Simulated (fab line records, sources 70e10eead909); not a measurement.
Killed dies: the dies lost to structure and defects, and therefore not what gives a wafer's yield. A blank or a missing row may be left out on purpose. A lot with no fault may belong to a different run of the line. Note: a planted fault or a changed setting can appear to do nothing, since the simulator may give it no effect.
Chamber matching / flow nand_harc / 3 sister chambers for NHARC_P_M0_PRE_CLEAN_31 on pecvd-04
The step time 12 s. 3 wafers are shown with their chamber, then 12 later ones without.

WAFERS, EACH WITH ITS CHAMBER
wafer=L082.6; chamber=2; heater_power_w (W)=685
wafer=L081.2; chamber=0; heater_power_w (W)=506
wafer=L081.4; chamber=1; heater_power_w (W)=561

WAFERS MISSING THEIR CHAMBER
wafer=L080.1; heater_power_w (W)=651
wafer=L080.3; heater_power_w (W)=526
wafer=L080.4; heater_power_w (W)=533
wafer=L090.2; heater_power_w (W)=722
wafer=L090.5; heater_power_w (W)=464
wafer=L090.6; heater_power_w (W)=632
wafer=L096.4; heater_power_w (W)=638
wafer=L096.5; heater_power_w (W)=565
wafer=L096.6; heater_power_w (W)=684
wafer=L097.1; heater_power_w (W)=629
wafer=L097.2; heater_power_w (W)=690
wafer=L097.5; heater_power_w (W)=638

CHAMBER TAKEN BY EACH
wafer=L080.1; from the rows above=can't be placed: 2 or 1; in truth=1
wafer=L080.3; from the rows above=can't be placed: 0 or 1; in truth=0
wafer=L080.4; from the rows above=can't be placed: 0 or 1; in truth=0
wafer=L090.2; from the rows above=2; in truth=2
wafer=L090.5; from the rows above=can't be placed: 0 or 1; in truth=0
wafer=L090.6; from the rows above=can't be placed: 2 or 1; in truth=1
wafer=L096.4; from the rows above=can't be placed: 2 or 1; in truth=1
wafer=L096.5; from the rows above=can't be placed: 1 or 0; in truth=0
wafer=L096.6; from the rows above=2; in truth=2
wafer=L097.1; from the rows above=can't be placed: 2 or 1 or 0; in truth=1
wafer=L097.2; from the rows above=2; in truth=2
wafer=L097.5; from the rows above=can't be placed: 2 or 1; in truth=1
Correctly placed: 3 of 12. Cannot be placed on the basis of these rows: 9; the candidates contain the true chamber in 9. 0 placed wrongly.
How it was worked out, from the rows above alone: a wafer's distance from a chamber is the root of the sum, over the readings, of the square of ((its reading less the chamber's mean) divided by the reading's scatter). The wafer belongs to the nearest chamber; if the next one is less than 2 further off, it can't be placed. A chamber's mean is the mean of its shown wafers. The scatter: root of mean squared gap, hidden wafer to nearest shown wafer, with one shown wafer a chamber.
